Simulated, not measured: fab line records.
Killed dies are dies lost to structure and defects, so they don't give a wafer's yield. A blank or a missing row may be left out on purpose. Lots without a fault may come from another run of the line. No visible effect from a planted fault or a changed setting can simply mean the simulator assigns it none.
Split-lot experiment    flow n5_finfet    7 lots, 21 wafers read, on a route of 1938 steps

## ON THE SPLIT
At N5_BEOL_M5_EXPOSE_25 (exposes mask V4, defocus 10 nm), the setting dose_mj was moved away from the recipe's 52.75 on 6 of the 21 wafers read, by +4.0% to +6.7%. All remaining wafers had this setting at the recipe value.

## FROM THE SPLIT TO THE READING: what the file shows between them, 2 steps
- N5_BEOL_M5_PEB_26: peb time 60 s
- N5_BEOL_M5_DEVELOP_27: develop time 30 s

## THE READING
cd_nm, in nm, at N5_BEOL_M5_CD_MEAS_28 (target cd 30.6 nm, target cd y 20 nm). Fault-free wafers of this fab line usually give 30.65 nm, standard deviation 0.29 nm.

wafer   tool, chamber at the split  dose_mj as run  against the recipe  cd_nm, nm  against lot-mates on the recipe
L075.1  euv_scanner-01, 0           54.88           +4.0%               31.82      +1.01
L075.3  euv_scanner-01, 0           52.75           recipe              30.81      -
L075.4  euv_scanner-01, 0           54.88           +4.0%               31.91      +1.10
L081.1  euv_scanner-01, 0           52.75           recipe              30.81      -
L081.2  euv_scanner-01, 0           56.28           +6.7%               32.20      +1.39
L081.6  euv_scanner-01, 0           56.28           +6.7%               32.18      +1.37
L086.3  euv_scanner-01, 0           52.75           recipe              30.54      -
L086.5  euv_scanner-01, 0           52.75           recipe              30.68      -
L086.6  euv_scanner-01, 0           52.75           recipe              30.46      -
L090.1  euv_scanner-02, 0           56.16           +6.5%               32.13      +1.38
L090.3  euv_scanner-02, 0           52.75           recipe              30.75      -
L090.6  euv_scanner-02, 0           56.16           +6.5%               32.21      +1.46
L094.1  euv_scanner-01, 0           52.75           recipe              30.44      -
L094.3  euv_scanner-01, 0           52.75           recipe              30.53      -
L094.5  euv_scanner-01, 0           52.75           recipe              30.62      -
L095.1  euv_scanner-02, 0           52.75           recipe              30.09      -
L095.2  euv_scanner-02, 0           52.75           recipe              30.08      -
L095.4  euv_scanner-02, 0           52.75           recipe              30.37      -
L097.3  euv_scanner-01, 0           52.75           recipe              30.52      -
L097.4  euv_scanner-01, 0           52.75           recipe              30.16      -
L097.6  euv_scanner-01, 0           52.75           recipe              30.25      -

FIT RESULTS
A straight line over all 21 wafers: cd_nm changes by +0.27 nm for each +1% of dose_mj; r = +0.96; the points scatter about the line by 0.23 nm.
The same after taking each lot's own level away (the mean of its wafers on the recipe; 21 wafers): +0.219 nm for each +1%; r = +0.98; scatter 0.11 nm.
The reading moves by 1.5 nm for the largest change in dose_mj, on that fit.
The span of the lots' own levels, 30.180 to 30.810 nm, comes to 2.2 times the standard deviation stated above.
Hence the slope depends on the lot-to-lot level, as the two fits are not the same.
Check: +1.5 nm against its lot-mates is what the line predicts for one of the wafers moved furthest among these (+6.7%) when that wafer is left out of the fit. Against them it came out at +1.39 nm.

## FILE'S OWN FIT
cd_nm changes by +0.22 nm for each +1% of dose_mj, r = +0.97.
